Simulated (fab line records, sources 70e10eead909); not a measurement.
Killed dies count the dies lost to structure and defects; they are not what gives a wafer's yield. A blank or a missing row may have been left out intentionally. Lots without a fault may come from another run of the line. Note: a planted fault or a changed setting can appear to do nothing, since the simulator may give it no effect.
fab line records	flow nandHarc
[record] lots = 5	wafers = 15	lastDay = 34
route steps=1302 shown A_CONTACT@1007 END@1302
lots with no fault: from the same line, run without faults
startH: hours from the record's opening day to when the first of the lot's shown wafers began	waitH: time in hours since the lot's previous step	" same as the row above	L1.1+2: one row covering several wafers at once	- either no value or no given start	* or withheld: withheld	< > ~ a bound
route shown NAME@n: names a module that has steps shown in the file, with the first one's number in the route	usual: mean/standard deviation of fault-free wafers	same: alike in all rows	chamber/n: place in a boat	sites: each site's reading	_std_site: their standard deviation	_edge_site: inner sites' mean taken away from outer sites' mean	radiusMm: how far each site lies from the wafer's centre	mask NAME#n: copy n	behind: the tool/chamber that last shaped the wafer	hold: why the lot went on hold/how many hours it stayed there/how the hold came to an end	device: transistor that didn't switch, given as n, p or np	end of line: tests run on the same wafers once the route is complete	a step without rows: its recipe alone	killed: count of dies lost to structure and defects at first sort (not the wafer's yield)	map: the dies of a wafer, with x for killed, . for not killed, _ for no die there
set.NAME: the setting the step ran with; set.NAME@STEP: the setting that earlier step ran with	model.NAME: the simulator's own value behind a step, which no gauge read
lots at selected steps of the route; one table per step, one row per wafer
services: the hour from which a tool's chamber was out of use, counted from the record's first day as startH (under 0 if before that day), plus the number of hours and why
[[steps]]
[step NHARC_A_CONTACT_ETCH_113]
[recipe] sourceW = withheld	pressureMtorr = 20	biasV = 3000	timeS = 190	targetDepthA = 18500	arFlowSccm = withheld	c4f8FlowSccm = withheld	o2FlowSccm = withheld	chemistry = C4F8/O2/Ar
[usual] chamberPressureMTorr = 19.999/0.018
lot.wafer	tool	chamber	startH	waitH	chamberPressureMTorr	rfHoursCounterH
L165.3	harCapEtch-02	1	616.27	0.1	19.981	-
L165.4	"	0	"	"	20.014	-
L165.6	"	1	"	"	19.980	-
L173.2	harCapEtch-02	0	713.31	0.1	20.000	122
L173.3	"	1	"	"	19.981	-
L173.5	"	1	"	"	19.993	-
L175.2	harCapEtch-03	0	714.99	0.1	19.997	74
L175.4	"	0	"	"	19.998	-
L175.6	"	0	"	"	20.031	-
L176.1	harCapEtch-02	0	729.39	0.1	19.978	126
L176.4	"	0	"	"	19.993	-
L176.3	"	1	"	"	19.973	-
L177.2	harCapEtch-01	1	730.25	0.1	19.999	35
L177.3	"	1	"	"	20.004	-
L177.6	"	0	"	"	20.004	-
[step NHARC_A_CONTACT_ETCH_114]
[recipe] sourceW = withheld	pressureMtorr = 20	biasV = 3000	timeS = 190	targetDepthA = 18500	arFlowSccm = withheld	c4f8FlowSccm = withheld	o2FlowSccm = withheld	chemistry = C4F8/O2/Ar
[usual] chamberPressureMTorr = 19.998/0.017
lot.wafer	tool	chamber	startH	waitH	chamberPressureMTorr	rfHoursCounterH
L165.3	harCapEtch-02	1	616.44	0.1	20.005	-
L165.4	"	0	"	"	20.002	-
L165.6	"	1	"	"	20.023	-
L173.2	harCapEtch-02	0	713.48	0.1	20.011	122
L173.3	"	1	"	"	19.952	-
L173.5	"	1	"	"	19.967	-
L175.2	harCapEtch-03	0	715.16	0.1	19.990	74
L175.4	"	0	"	"	20.015	-
L175.6	"	0	"	"	19.978	-
L176.1	harCapEtch-02	0	729.56	0.1	19.999	126
L176.4	"	0	"	"	20.023	-
L176.3	"	1	"	"	20.001	-
L177.2	harCapEtch-01	1	730.42	0.1	20.027	35
L177.3	"	1	"	"	20.016	-
L177.6	"	0	"	"	20.015	-
[step NHARC_A_CONTACT_ETCH_115]
[recipe] sourceW = withheld	pressureMtorr = 20	biasV = 3000	timeS = 190	targetDepthA = 18500	arFlowSccm = withheld	c4f8FlowSccm = withheld	o2FlowSccm = withheld	chemistry = C4F8/O2/Ar
[usual] chamberPressureMTorr = 20.000/0.02
lot.wafer	tool	chamber	startH	waitH	chamberPressureMTorr	rfHoursCounterH
L165.3	harCapEtch-02	1	616.62	0.1	19.973	-
L165.4	"	0	"	"	19.982	-
L165.6	"	1	"	"	19.963	-
L173.2	harCapEtch-02	0	713.65	0.1	20.045	122
L173.3	"	1	"	"	19.987	-
L173.5	"	1	"	"	19.994	-
L175.2	harCapEtch-03	0	715.33	0.1	20.003	75
L175.4	"	0	"	"	19.952	-
L175.6	"	0	"	"	20.010	-
L176.1	harCapEtch-02	0	729.73	0.1	19.985	126
L176.4	"	0	"	"	19.976	-
L176.3	"	1	"	"	19.970	-
L177.2	harCapEtch-01	1	730.60	0.1	20.012	36
L177.3	"	1	"	"	19.987	-
L177.6	"	0	"	"	20.030	-
[step NHARC_A_CONTACT_ETCH_116]
[recipe] sourceW = withheld	pressureMtorr = 20	biasV = 3000	timeS = 190	targetDepthA = 18500	arFlowSccm = withheld	c4f8FlowSccm = withheld	o2FlowSccm = withheld	chemistry = C4F8/O2/Ar
[step NHARC_A_CONTACT_ETCH_117]
[recipe] sourceW = withheld	pressureMtorr = 20	biasV = 3000	timeS = 190	targetDepthA = 18500	arFlowSccm = withheld	c4f8FlowSccm = withheld	o2FlowSccm = withheld	chemistry = C4F8/O2/Ar
[step NHARC_A_CONTACT_ETCH_118]
[recipe] sourceW = withheld	pressureMtorr = 20	biasV = 3000	timeS = 190	targetDepthA = 18500	arFlowSccm = withheld	c4f8FlowSccm = withheld	o2FlowSccm = withheld	chemistry = C4F8/O2/Ar
[step NHARC_A_CONTACT_ETCH_119]
[recipe] sourceW = withheld	pressureMtorr = 20	biasV = 3000	timeS = 190	targetDepthA = 18500	arFlowSccm = withheld	c4f8FlowSccm = withheld	o2FlowSccm = withheld	chemistry = C4F8/O2/Ar
[step NHARC_A_CONTACT_ETCH_120]
[recipe] sourceW = withheld	pressureMtorr = 20	biasV = 3000	timeS = 190	targetDepthA = 18500	arFlowSccm = withheld	c4f8FlowSccm = withheld	o2FlowSccm = withheld	chemistry = C4F8/O2/Ar
[step NHARC_A_CONTACT_ETCH_121]
[recipe] sourceW = withheld	pressureMtorr = 20	biasV = 3000	timeS = 190	targetDepthA = 18500	arFlowSccm = withheld	c4f8FlowSccm = withheld	o2FlowSccm = withheld	chemistry = C4F8/O2/Ar
[usual] chamberPressureMTorr = 20.001/0.02
lot.wafer	tool	chamber	startH	waitH	chamberPressureMTorr	rfHoursCounterH
L165.3	harCapEtch-02	1	617.64	0.1	20.021	-
L165.4	"	0	"	"	20.002	-
L165.6	"	1	"	"	19.998	-
L173.2	harCapEtch-02	0	714.68	0.1	19.994	123
L173.3	"	1	"	"	20.015	-
L173.5	"	1	"	"	19.997	-
L175.2	harCapEtch-03	0	716.35	0.1	20.001	76
L175.4	"	0	"	"	20.004	-
L175.6	"	0	"	"	20.043	-
L176.1	harCapEtch-02	0	730.75	0.1	20.023	127
L176.4	"	0	"	"	19.987	-
L176.3	"	1	"	"	19.955	-
L177.2	harCapEtch-01	1	731.63	0.1	19.993	37
L177.3	"	1	"	"	20.008	-
L177.6	"	0	"	"	19.985	-
[step NHARC_A_CONTACT_ETCH_122]
[recipe] sourceW = withheld	pressureMtorr = 20	biasV = 3000	timeS = 190	targetDepthA = 18500	arFlowSccm = withheld	c4f8FlowSccm = withheld	o2FlowSccm = withheld	chemistry = C4F8/O2/Ar
[usual] chamberPressureMTorr = 19.996/0.025
lot.wafer	tool	chamber	startH	waitH	chamberPressureMTorr	rfHoursCounterH
L165.3	harCapEtch-02	1	617.81	0.1	19.950	-
L165.4	"	0	"	"	19.996	-
L165.6	"	1	"	"	19.993	-
L173.2	harCapEtch-02	0	714.85	0.1	20.011	123
L173.3	"	1	"	"	20.024	-
L173.5	"	1	"	"	20.001	-
L175.2	harCapEtch-03	0	716.52	0.1	20.048	76
L175.4	"	0	"	"	19.992	-
L175.6	"	0	"	"	19.979	-
L176.1	harCapEtch-02	0	730.92	0.1	20.010	128
L176.4	"	0	"	"	19.951	-
L176.3	"	1	"	"	20.004	-
L177.2	harCapEtch-01	1	731.80	0.1	19.989	37
L177.3	"	1	"	"	20.006	-
L177.6	"	0	"	"	19.997	-
[step NHARC_A_CONTACT_ETCH_123]
[recipe] sourceW = withheld	pressureMtorr = 20	biasV = 400	timeS = 490	targetDepthA = 21100	arFlowSccm = withheld	c4f8FlowSccm = 11.5	o2FlowSccm = 7.2	chemistry = C4F8/O2/Ar
[step NHARC_A_CONTACT_ETCH_90]
[recipe] targetDepthA = 400	overEtchFrac = 0.5	timeS = 85.7	ionEnergyEv = 120	ch3fFlowSccm = 50	o2FlowSccm = 30	arFlowSccm = 200	rfW = 500	biasW = 100	chemistry = CH3F/O2
[step NHARC_A_CONTACT_ETCH_96]
[recipe] targetDepthA = 200	overEtchFrac = 0.5	timeS = 10	ionEnergyEv = 250	c4f6FlowSccm = 25	o2FlowSccm = 20	arFlowSccm = 500	rfW = 600	biasW = 500	chemistry = C4F6/O2
[usual] chamberPressureMTorr = 30.001/0.029	drypumpMotorCurrentA = 6.0/0.39	oesProductAu = 0.972/0.026	rfVppV = 546/3.5	showerheadPlenumPTorr = 3.90/0.16	throttleValvePct = 26.903/0.0092
lot.wafer	tool	chamber	startH	waitH	chamberPressureMTorr	drypumpMotorCurrentA	oesProductAu	rfHoursCounterH	rfVppV	showerheadPlenumPTorr	throttleValvePct
L165.4	rieDiel-09	0	619.05	-	29.980	5.6	0.938	16	544	3.75	26.890
L165.3	"	1	"	"	30.023	6.5	0.740	19	543	3.82	26.898
L165.6	"	3	"	"	30.032	5.9	0.954	-	551	4.12	26.888
L173.2	rieDiel-09	3	716.12	-	29.972	5.9	0.996	5	551	4.11	26.894
L173.3	"	2	"	"	30.033	5.8	0.999	4	542	3.70	26.901
L173.5	"	0	"	"	29.996	5.6	0.988	-	543	3.74	26.908
L175.2	rieDiel-09	0	717.77	-	30.035	5.6	0.990	6	543	3.74	26.906
L175.4	"	2	"	"	30.000	5.9	0.994	4	542	3.70	26.915
L175.6	"	0	"	"	30.039	5.6	1.000	-	544	3.74	26.908
L176.3	rieDiel-07	2	732.27	-	29.967	6.5	0.962	16	546	3.89	26.918
L176.1	"	3	"	"	29.954	5.1	0.968	24	543	3.75	26.902
L176.4	"	0	"	"	30.015	6.1	0.958	28	547	3.93	26.905
L177.2	rieDiel-07	3	733.09	-	30.012	5.0	1.000	24	543	3.75	26.907
L177.3	"	1	"	"	30.016	6.1	1.005	30	551	4.10	26.908
L177.6	"	3	"	"	30.018	5.1	0.998	-	542	3.75	26.885
[step NHARC_A_CONTACT_CD_MEAS_53]
[usual] cdNm = 289.5/0.66
lot.wafer	tool	chamber	startH	waitH	cdNm
L165.3	cdSem-03	-	619.13	-	289.6
L165.4	"	-	"	"	289.8
L165.6	"	-	"	"	289.6
L173.2	cdSem-01	-	716.21	-	288.8
L173.3	"	-	"	"	289.4
L173.5	"	-	"	"	288.9
L175.2	cdSem-03	-	717.85	-	290.4
L175.4	"	-	"	"	290.5
L175.6	"	-	"	"	290.4
L176.1	cdSem-02	-	732.35	-	289.6
L176.3	"	-	"	"	289.9
L176.4	"	-	"	"	289.6
L177.2	cdSem-02	-	733.17	-	289.8
L177.3	"	-	"	"	289.6
L177.6	"	-	"	"	289.9
[step NHARC_END_SORT_01]
[recipe] tempC = 25
[usual] killedAtArray = 53/21	killedAtOther = 1.0/1.3	killedAtPeriphery = 3.8/2.4	killedDies = 58/21	killedOpen = 3.4/1.9	killedShort = 2.4/1.5
[same] grossDies = 677
lot.wafer	tool	chamber	startH	waitH	hold	killedAtArray	killedAtOther	killedAtPeriphery	killedDies	killedOpen	killedShort
L165.3	prober-01	0	693.12	3.1	awaitDispo/4.2h/release	673	0	1	674	4	0
L165.4	prober-01	0	693.92	3.4	awaitDispo/4.2h/release	34	0	9	43	7	6
L165.6	prober-01	0	695.51	4.0	awaitDispo/4.2h/release	18	0	1	19	1	2
L173.2	prober-02	0	784.52	2.8	-	39	0	3	42	3	4
L173.3	prober-02	0	785.32	3.1	-	46	1	1	48	2	3
L173.5	prober-02	0	786.92	3.7	-	47	4	4	55	0	6
L175.2	prober-01	0	792.29	2.8	-	22	1	6	29	2	1
L175.4	prober-01	0	793.92	3.5	-	24	0	8	32	2	4
L175.6	prober-01	0	795.55	4.1	-	32	0	3	35	4	5
L176.1	prober-02	0	804.97	2.5	-	28	0	3	31	4	2
L176.3	prober-02	0	806.55	3.1	-	21	1	3	25	3	1
L176.4	prober-02	0	807.33	3.4	-	36	0	5	41	1	2
L177.2	prober-01	0	805.85	2.9	-	62	1	4	67	2	4
L177.3	prober-01	0	806.65	3.2	-	57	0	4	61	4	0
L177.6	prober-01	0	809.07	4.0	-	70	0	1	71	4	3
// killed by level:class
L165.3 A_CONTACT:areaEtch=651 A_STAIRCASE:chamberFilmFlake=4 A_CONTACT:chamberFilmFlake=4 A_SLIT:chamberFilmFlake=3 A_CHANNEL_HOLE_D1:chamberFilmFlake=3 A_ZERO_WELL:chamberFilmFlake=2 A_CHANNEL_FILL_D2:chamberFilmFlake=2 P_GATE:geometricParticle:open=1
L165.4 A_CHANNEL_HOLE_D1:chamberFilmFlake=7 A_CONTACT:chamberFilmFlake=6 A_STAIRCASE:chamberFilmFlake=5 A_SLIT:chamberFilmFlake=3 P_CONTACT:geometricParticle:open=2 P_M0:geometricParticle:open=2 A_DECK1_JOINT:geometricParticle:short=2 P_ZERO_WELL:chamberFilmFlake=2
L165.6 A_CONTACT:chamberFilmFlake=6 A_CHANNEL_HOLE_D1:chamberFilmFlake=4 A_SLIT:chamberFilmFlake=2 A_CHANNEL_HOLE_D1:geometricParticle:short=1 A_CHANNEL_FILL_D1:geometricParticle:short=1 A_CONTACT:geometricParticle:open=1 P_GATE:chamberFilmFlake=1 A_DECK1_JOINT:chamberFilmFlake=1
L173.2 A_SLIT:chamberFilmFlake=15 A_CHANNEL_HOLE_D1:chamberFilmFlake=9 A_CONTACT:chamberFilmFlake=5 A_STAIRCASE:chamberFilmFlake=3 A_DECK1_JOINT:chamberFilmFlake=2 P_M0:geometricParticle:open=1 P_M1:geometricParticle:open=1 A_ONON_D1:geometricParticle:open=1
L173.3 A_SLIT:chamberFilmFlake=17 A_CHANNEL_HOLE_D1:chamberFilmFlake=10 A_CONTACT:chamberFilmFlake=10 A_CHANNEL_HOLE_D2:chamberFilmFlake=3 A_ONON_D2:geometricParticle:short=2 A_ONON_D1:geometricParticle:open=1 A_CHANNEL_FILL_D1:geometricParticle:short=1 A_BLC:geometricParticle:open=1
L173.5 A_SLIT:chamberFilmFlake=18 A_CONTACT:chamberFilmFlake=11 A_CHANNEL_HOLE_D1:chamberFilmFlake=8 THIN_TSV:chamberFilmFlake=4 A_ONON_D1:geometricParticle:short=2 A_DECK1_JOINT:chamberFilmFlake=2 A_M0:chamberFilmFlake=2 P_CONTACT:geometricParticle:short=1
L175.2 A_SLIT:chamberFilmFlake=8 A_CHANNEL_HOLE_D1:unspecified=6 A_CONTACT:chamberFilmFlake=4 P_CONTACT:chamberFilmFlake=2 P_BONDPAD:geometricParticle:open=1 A_CHANNEL_FILL_D1:geometricParticle:open=1 A_WL_FILL:geometricParticle:short=1 P_ZERO_WELL:chamberFilmFlake=1
L175.4 A_SLIT:chamberFilmFlake=8 A_CHANNEL_HOLE_D2:chamberFilmFlake=4 A_CHANNEL_FILL_D1:chamberFilmFlake=3 P_M0:chamberFilmFlake=2 A_CHANNEL_HOLE_D1:unspecified=2 P_CONTACT:geometricParticle:short=1 P_M0:geometricParticle:open=1 A_ONON_D1:geometricParticle:short=1
L175.6 A_SLIT:chamberFilmFlake=9 A_CONTACT:chamberFilmFlake=5 A_CHANNEL_FILL_D2:geometricParticle:short=2 A_CHANNEL_FILL_D2:geometricParticle:open=2 P_ZERO_WELL:chamberFilmFlake=2 A_CHANNEL_HOLE_D1:chamberFilmFlake=2 A_CHANNEL_FILL_D1:chamberFilmFlake=2 A_CHANNEL_HOLE_D2:chamberFilmFlake=2
L176.1 A_CONTACT:chamberFilmFlake=15 A_SLIT:chamberFilmFlake=7 A_ONON_D2:geometricParticle:open=2 A_WL_FILL:chamberFilmFlake=2 P_STI:geometricParticle:short=1 P_GATE:geometricParticle:open=1 A_WL_FILL:geometricParticle:short=1 A_CONTACT:geometricParticle:open=1
L177.2 A_CHANNEL_HOLE_D2:chamberFilmFlake=21 A_SLIT:chamberFilmFlake=19 A_CHANNEL_HOLE_D1:chamberFilmFlake=10 A_CONTACT:chamberFilmFlake=8 P_STI:geometricParticle:short=1 P_M0:geometricParticle:open=1 P_M0:geometricParticle:short=1 A_ONON_D1:geometricParticle:open=1
L176.3 A_SLIT:chamberFilmFlake=8 A_CONTACT:chamberFilmFlake=5 A_CHANNEL_HOLE_D2:chamberFilmFlake=4 P_ZERO_WELL:geometricParticle:open=1 A_ONON_D2:geometricParticle:open=1 A_CONTACT:geometricParticle:open=1 STARTING-WAFER:geometricParticle:short=1 P_STI:chamberFilmFlake=1
L177.3 A_SLIT:chamberFilmFlake=25 A_CHANNEL_HOLE_D2:chamberFilmFlake=14 A_CHANNEL_HOLE_D1:chamberFilmFlake=8 P_M1:chamberFilmFlake=4 A_CONTACT:chamberFilmFlake=4 A_STAIRCASE:chamberFilmFlake=2 A_CHANNEL_FILL_D1:geometricParticle:open=1 A_ONON_D2:geometricParticle:open=1
L176.4 A_SLIT:chamberFilmFlake=12 A_CONTACT:chamberFilmFlake=10 A_STAIRCASE:chamberFilmFlake=3 A_SOURCE_PLATE:geometricParticle:short=2 P_M1:chamberFilmFlake=2 A_CHANNEL_FILL_D1:chamberFilmFlake=2 A_DECK1_JOINT:chamberFilmFlake=2 A_CHANNEL_HOLE_D2:chamberFilmFlake=2
L177.6 A_SLIT:chamberFilmFlake=25 A_CHANNEL_HOLE_D2:chamberFilmFlake=21 A_CHANNEL_HOLE_D1:chamberFilmFlake=10 A_CONTACT:chamberFilmFlake=5 A_ONON_D2:geometricParticle:short=2 A_DECK1_JOINT:chamberFilmFlake=2 A_ONON_D1:geometricParticle:short=1 A_CHANNEL_FILL_D1:geometricParticle:open=1
// map L165.3 (x killed, . not)
____________x____________
_________xxxxxxx_________
_______xxxxxxxxxxx_______
______xxxxxxxxxxxxx______
_____xxxxxxxxxxxxxxx_____
____xxxxxxxxxxxxxxxxx____
____xxxxxxxxxxxxxxxxx____
___xxxxxxxxxxxxxxxxxxx___
___xxxxxxxxxxxxxxxxxxx___
__xxxxxxxxxxxxxxxxxxxxx__
__xxxxxxxxxxxxxxxxxxxxx__
_xxxxxxxxxxxxxxxxxxxxxxx_
_xxxxxxxxxxxxxxxxxxxxxxx_
_xxxxxxxxxxxxxxxxxxxxxxx_
_xxxxxxxxxxxx.xxxxxxxxxx_
_xxxxxxxxxxxxxxxxxxxxxxx_
xxxxxxxxxxxxxxxxxxxxxxxxx
xxxxxxxxxxxxxxxxxxxxxxxxx
xxxxxxxxxxxxxxxxxxxxxxxxx
xxxxxxxxxxxxxxxxxxxxxxxxx
xxxxxxxxxxxxxxxxxxxxxxxxx
_xxxxxxxxxxxxxxxxxxxxxxx_
_xxxxxxxxxxxxxxxxxxxxxxx_
_xxxxxxxxxxxxxxxxxxxxxxx_
_xxxxxxxxxxxxxxxxxxxxxxx_
_xxxxx.xxxxxxxxxxxxxxxxx_
__xxxxxxxxxxxxxxxxxxxxx__
__xxxxxxxxxxxxxxxxxxxxx__
___xxxxxxxxxxxxxxxxxxx___
___xxxxxxxxxxxxxxxxxxx___
____xxxxxxxxxxxxxxxxx____
____xxxxxxxxxxxxxxxxx____
_____xxxxxx.xxxxxxxx_____
______xxxxxxxxxxxxx______
_______xxxxxxxxxxx_______
_________xxxxxxx_________
____________x____________
// map L173.5 (x killed, . not)
____________x____________
_________...xxxx_________
_______....xxxxx.x_______
______.....xxxxxx..______
_____.......x.xx.x.._____
____........xxxxx..x.____
____.................____
___...................___
___...................___
__.....................__
__............x........__
_..............x.x.....x_
_............x.........._
_......x................_
_.x....................._
_......x................_
............xx...........
.........................
.........x.x.........x...
.........................
.........................
_......................._
_......................._
_.............x........._
_......x................_
_........x.............._
__...........x.........__
__........x............__
___.........x.x....x..___
___...................___
____.......x.........____
____........x........____
_____......xx......._____
______.............______
_______.......x..._______
_________.x..x.._________
____________.____________
[[services]]
tool	chamber	startH	hours	kind
rieDiel-09	0	604.10	-	clean
rieDiel-09	1	604.10	-	clean
rieDiel-09	2	604.10	-	clean
rieDiel-09	3	604.10	-	clean
rieDiel-09	1	624.67	4.9	repair
rieDiel-09	0	628.60	-	clean
rieDiel-09	2	628.60	-	clean
rieDiel-09	3	628.60	-	clean
rieDiel-07	0	634.89	8.1	repair
rieDiel-07	-	651.93	9.0	pm
rieDiel-09	0	653.11	-	clean
rieDiel-09	1	653.11	-	clean
rieDiel-09	2	653.11	-	clean
rieDiel-09	3	653.11	-	clean
rieDiel-09	-	662.10	3.7	repair
rieDiel-09	-	674.10	9.0	pm
rieDiel-09	0	674.10	9.0	ventCycle
rieDiel-09	1	674.10	9.0	ventCycle
rieDiel-09	2	674.10	9.0	ventCycle
rieDiel-09	3	674.10	9.0	ventCycle
rieDiel-09	0	683.10	-	clean
rieDiel-09	1	683.10	-	clean
rieDiel-07	3	700.75	5.1	repair
rieDiel-07	2	704.29	22.1	repair
[[key]]
[firstSign] step = NHARC_A_CONTACT_ETCH_96	reading = oesProductAu	direction = down	sigmas = 8.9	usual = 0.972	struck = 0.740
[effect] step = NHARC_END_SORT_01	reading = killedAtArray	direction = up	sigmas = 30	usual = 53	struck = 673
[moreKillsBornAt] NHARC_A_CONTACT_ETCH_96@rieDiel-09 = 651
metAt NHARC_A_CONTACT_ETCH_96
struckWafers L165.3
laterRowsLeftOut L165.3
testerLeftOut L165
[fault] kind = processParameterDrift	tool = rieDiel-09	chamber = 1	onsetH = 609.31	steps = NHARC_A_CONTACT_ETCH_96	channel = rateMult	offset = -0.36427	shape = step	endH = 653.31
// testerLeftOut: of these lots the tester's yield and bins aren't shown, on N5 and GAA mostly nor the transistor test; their killed dies are dies lost to structure and defects alone, not to doping, threshold or leakage, so they don't give the yield
// laterRowsLeftOut: the simulator's readings of these wafers behind a module that went badly wrong aren't trusted and aren't shown, but for the sort
